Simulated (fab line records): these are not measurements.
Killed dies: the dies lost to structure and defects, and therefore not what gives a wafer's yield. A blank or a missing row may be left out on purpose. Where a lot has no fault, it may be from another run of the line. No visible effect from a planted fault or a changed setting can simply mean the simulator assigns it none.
Check for tools in common :: flow nand-harc :: 6 wafers sampled across 2 lots

THE REASON FOR OPENING IT
Flagged at NHARC_END_SORT_01: reading killed-at-array, on 2 of 2 lots. No-fault wafers: 55, standard deviation 20.
Rule: flag the lot when none of its wafers has a number, or when each of its wafers that has one lies beyond 4 standard deviations from that mean. As for the other lots, they are considered sound.

lot: L233
measured: day 27 06:42
on: prober-01
killed-at-array, wafer by wafer: 664 674 671
flag: FLAGGED

lot: L236
measured: day 29 02:29
on: prober-02
killed-at-array, wafer by wafer: 673 670 668
flag: FLAGGED
On average the flagged lots' numbers are 670, which is +615 against the usual, or +31 standard deviations.

WHICH TOOL EACH LOT WENT THROUGH
The record holds 4 process steps before the reading, out of a route of 1302 steps. Every cell lists first the tool, next ch and the chambers used by the sampled wafers, and last the start.
lot: L233
flag: FLAGGED
NHARC_A_CONTACT_ETCH_125: har-cap-etch-02 ch 0,1, day 25 02:01
NHARC_A_CONTACT_ETCH_128: har-cap-etch-02 ch 0,1, day 25 02:33
NHARC_A_CONTACT_ETCH_129: har-cap-etch-02 ch 0,1, day 25 02:44
NHARC_A_CONTACT_ETCH_133: har-cap-etch-02 ch 0,1, day 25 03:28

lot: L236
flag: FLAGGED
NHARC_A_CONTACT_ETCH_125: har-cap-etch-03 ch 0,1, day 26 15:14
NHARC_A_CONTACT_ETCH_128: har-cap-etch-03 ch 0,1, day 26 15:46
NHARC_A_CONTACT_ETCH_129: har-cap-etch-03 ch 0,1, day 26 15:56
NHARC_A_CONTACT_ETCH_133: har-cap-etch-03 ch 0,1, day 26 16:38
What is done by these steps:
- NHARC_A_CONTACT_ETCH_125: etches the open film in C4F8/O2/Ar, time 197 s, target depth 1918 nm.
- NHARC_A_CONTACT_ETCH_128: etches the open film in C4F8/O2/Ar, time 197 s, target depth 1918 nm.
- NHARC_A_CONTACT_ETCH_129: etches the open film in C4F8/O2/Ar, time 197 s, target depth 1918 nm.
- NHARC_A_CONTACT_ETCH_133: etches the open film in C4F8/O2/Ar, time 374 s, target depth 1610 nm.
- NHARC_END_SORT_01

FLAGGED OVER TOTAL, TOOL BY TOOL (the gauges that took the reading come last)
step: NHARC_A_CONTACT_ETCH_125
tool: har-cap-etch-02
lots run: 1
flagged: 1
share of the flagged lots: some
sound lots run after its first flagged lot: 0

step: NHARC_A_CONTACT_ETCH_125
tool: har-cap-etch-03
lots run: 1
flagged: 1
share of the flagged lots: some
sound lots run after its first flagged lot: 0

step: NHARC_A_CONTACT_ETCH_128
tool: har-cap-etch-02
lots run: 1
flagged: 1
share of the flagged lots: some
sound lots run after its first flagged lot: 0

step: NHARC_A_CONTACT_ETCH_128
tool: har-cap-etch-03
lots run: 1
flagged: 1
share of the flagged lots: some
sound lots run after its first flagged lot: 0

step: NHARC_A_CONTACT_ETCH_129
tool: har-cap-etch-02
lots run: 1
flagged: 1
share of the flagged lots: some
sound lots run after its first flagged lot: 0

step: NHARC_A_CONTACT_ETCH_129
tool: har-cap-etch-03
lots run: 1
flagged: 1
share of the flagged lots: some
sound lots run after its first flagged lot: 0

step: NHARC_A_CONTACT_ETCH_133
tool: har-cap-etch-02
lots run: 1
flagged: 1
share of the flagged lots: some
sound lots run after its first flagged lot: 0

step: NHARC_A_CONTACT_ETCH_133
tool: har-cap-etch-03
lots run: 1
flagged: 1
share of the flagged lots: some
sound lots run after its first flagged lot: 0

step: NHARC_END_SORT_01
tool: prober-01
lots run: 1
flagged: 1
share of the flagged lots: some
sound lots run after its first flagged lot: 0

step: NHARC_END_SORT_01
tool: prober-02
lots run: 1
flagged: 1
share of the flagged lots: some
sound lots run after its first flagged lot: 0

WHAT THE TABLE PERMITS
No row of the table ran every flagged lot.

WHAT THE SIMULATOR HAD PUT IN
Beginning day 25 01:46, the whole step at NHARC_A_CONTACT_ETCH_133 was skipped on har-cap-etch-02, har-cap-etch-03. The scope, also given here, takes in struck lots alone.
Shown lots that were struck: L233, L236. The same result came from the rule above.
